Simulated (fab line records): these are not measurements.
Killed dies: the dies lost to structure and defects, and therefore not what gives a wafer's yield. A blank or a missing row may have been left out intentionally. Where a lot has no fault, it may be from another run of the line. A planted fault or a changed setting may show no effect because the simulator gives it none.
The tool behind it: which one? ; flow n5Finfet ; 9 lots, 26 wafers sampled, at 3 steps of a route of 1938

WHAT THE GAUGES SHOWED, per wafer
N5_ZERO_LAYER_INSPECT_20: inspects for defects (darkfield).
lot;measured;on;rawDefectCount
L814;day 1 19:17;defectInspect-02;34 50
L816;day 2 07:40;defectInspect-01;46 27 28
L817;day 2 13:28;defectInspect-02;41 27 31
L819;day 3 01:34;defectInspect-02;18 21 36
L826;day 4 19:15;defectInspect-01;20 829 804
L830;day 5 19:23;defectInspect-02;24 814 59
L832;day 6 07:51;defectInspect-01;33 18 31
L833;day 6 13:23;defectInspect-01;23 51 25
L836;day 7 07:25;defectInspect-02;37 35 25

WHAT TOOL EACH LOT RAN ON (gives the tool, then ch and the chambers of the sampled wafers, and finally the start)
lot;N5_ZERO_LAYER_ETCH_18;N5_ZERO_LAYER_STRIP_24
L814;rieSi-01 ch 1,3, day 1 18:50;plasmaAsher-01 ch 0,1, day 1 18:56
L816;rieSi-03 ch 1,2, day 2 06:55;plasmaAsher-01 ch 0, day 2 07:01
L817;rieSi-03 ch 0,3, day 2 13:01;plasmaAsher-01 ch 0,1, day 2 13:07
L819;rieSi-03 ch 0,2,3, day 3 01:06;plasmaAsher-01 ch 1, day 3 01:13
L826;rieSi-01 ch 0,1,3, day 4 18:47;plasmaAsher-01 ch 0,1, day 4 18:53
L830;rieSi-01 ch 1,3, day 5 18:55;plasmaAsher-01 ch 0,1, day 5 19:02
L832;rieSi-06 ch 1,2,3, day 6 07:23;plasmaAsher-02 ch 0,1, day 6 07:29
L833;rieSi-06 ch 0,1,2, day 6 12:55;plasmaAsher-02 ch 0,1, day 6 13:01
L836;rieSi-01 ch 0,1,3, day 7 06:59;plasmaAsher-02 ch 0,1, day 7 07:05
- N5_ZERO_LAYER_ETCH_18: etches Si in HBr/Cl2, target depth 120 nm, time 40 s.
- N5_ZERO_LAYER_STRIP_24: strips in O2.

THE ANSWER, worked out from the rows above alone
Rule: the usual values come from the lots themselves. Put in order of their means at a reading, lots are off if they are a third of the lots or fewer, leave a main group of 4 or more, and stand apart from it by a gap of 3 or more times the standard deviation of the main group's means; of several such gaps the widest counts. If all means in a main group match to the digits the tables above print for the reading, that group is not used. Also off: a lot with no number at a reading for which 4 or more lots have one. Where the step has rows for the other lots, those lots are counted as sound.
Off: L826, L830, at N5_ZERO_LAYER_INSPECT_20 (rawDefectCount). Main group: mean 32, sd 5.
A tool fits if, at a process step before that reading, it ran every lot that is off, and no sound lot after the first of them. Those tools and the gauges at N5_ZERO_LAYER_INSPECT_20 are tried in the same way. One candidate fits, namely plasmaAsher-01 at N5_ZERO_LAYER_STRIP_24. A fault onset in the window from L819 (day 3 01:13, its last sound lot) to L826 (day 4 18:53, its first lot off) fits.

WHAT THE SIMULATOR HAD INSERTED
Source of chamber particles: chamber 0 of plasmaAsher-01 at N5_ZERO_LAYER_STRIP_24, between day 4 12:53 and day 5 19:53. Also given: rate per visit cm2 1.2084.
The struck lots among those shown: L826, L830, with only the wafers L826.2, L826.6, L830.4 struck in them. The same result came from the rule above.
